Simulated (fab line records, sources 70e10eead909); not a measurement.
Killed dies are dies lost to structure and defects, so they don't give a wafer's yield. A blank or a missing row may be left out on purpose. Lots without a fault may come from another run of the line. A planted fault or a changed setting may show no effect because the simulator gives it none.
A struck lot beside a sound one | flow nand_harc | 15 steps out of a route of 1159
Sound: wafers L146.2, L146.5, L146.6. Struck: wafer L142.6. (L142.2, L142.5 of the same lot were not struck and are left out.) The cause comes at the end.
At each step with rows: each side's tool, then ch and its chambers, then its first start. Under that, the readings that differ: sound wafers | struck wafers | difference of the means | sigmas: that difference in standard deviations of wafers without a fault.
alike: readings whose means differ by less than 2 such deviations, and words and numbers that are the same on both sides. not compared: withheld readings, readings that some wafer has no value for, bounds like >300 that may hide the same value, and numbers for which the record gives no deviation and whose values overlap.
The two part at a step that has a row with sigmas, a row that says differs or no value, or rows on one side only. Numbers that don't overlap but have no deviation are shown without sigmas and don't part them. A reading that every wafer of one side lacks parts them only if that side has two wafers or more.

first, 1 step without rows for these wafers: NHARC_A_ONON_D1_DEP_00 (target thk 1000 nm).
NHARC_A_ONON_D1_THK_MEAS_02: measures by ellipsometry.
  sound on film_metro-01, day 12 03:20; struck on film_metro-01, day 11 10:31
  alike: thk_nm
then, 1 step without rows for these wafers: NHARC_A_ONON_D1_DEP_03 (target thk 1000 nm).
NHARC_A_ONON_D1_THK_MEAS_05: measures by ellipsometry.
  sound on film_metro-01, day 12 03:54; struck on film_metro-02, day 11 11:07
  reading     | sound          | struck | difference | sigmas
  thk_nm (nm) | 1018 1018 1020 | 975    | -44        | -4
then, 1 step without rows for these wafers: NHARC_A_ONON_D1_DEP_06 (target thk 1000 nm).
NHARC_A_ONON_D1_THK_MEAS_08: measures by ellipsometry.
  sound on film_metro-02, day 12 04:28; struck on film_metro-01, day 11 11:41
  reading     | sound          | struck | difference | sigmas
  thk_nm (nm) | 1012 1014 1013 | 979    | -34        | -3
then, 1 step without rows for these wafers: NHARC_A_ONON_D1_DEP_09 (target thk 1000 nm).
NHARC_A_ONON_D1_THK_MEAS_11: measures by ellipsometry.
  sound on film_metro-01, day 12 05:04; struck on film_metro-01, day 11 12:14
  alike: thk_nm
then, 1 step without rows for these wafers: NHARC_A_ONON_D1_DEP_12 (target thk 1000 nm).
NHARC_A_ONON_D1_THK_MEAS_14: measures by ellipsometry.
  sound on film_metro-01, day 12 05:38; struck on film_metro-02, day 11 12:49
  alike: thk_nm
then, 1 step without rows for these wafers: NHARC_A_ONON_D1_ANNEAL_15 (time 3600 s).
NHARC_A_ONON_D1_DEP_16: target thk 1000 nm.
  sound on pecvd_onon-02 ch 0, day 12 14:20; struck on pecvd_onon-03 ch 0, day 11 20:21
  alike: sih4_flow_sccm
NHARC_A_ONON_D1_THK_MEAS_18: measures by ellipsometry.
  sound on film_metro-02, day 12 14:47; struck on film_metro-01, day 11 20:48
  reading     | sound          | struck | difference | sigmas
  thk_nm (nm) | 1005 1004 1006 | 1583   | +578       | +58
then, 1 step without rows for these wafers: NHARC_A_ONON_D1_DEP_19 (target thk 1000 nm).
-- the record jumps here: 12 days lie between the struck wafers' starts before and after (it left off in module A_ONON_D1 and takes up again in module END, whose first step shown is number 1159 of the route) --
NHARC_END_SORT_01:
  the record has rows for the struck wafers here (prober-02 ch 0, day 23 10:19) and none for the sound ones

WHERE THEY PART
First at NHARC_A_ONON_D1_THK_MEAS_05; last, within this record, at NHARC_END_SORT_01.

WHY: what the simulator had put in
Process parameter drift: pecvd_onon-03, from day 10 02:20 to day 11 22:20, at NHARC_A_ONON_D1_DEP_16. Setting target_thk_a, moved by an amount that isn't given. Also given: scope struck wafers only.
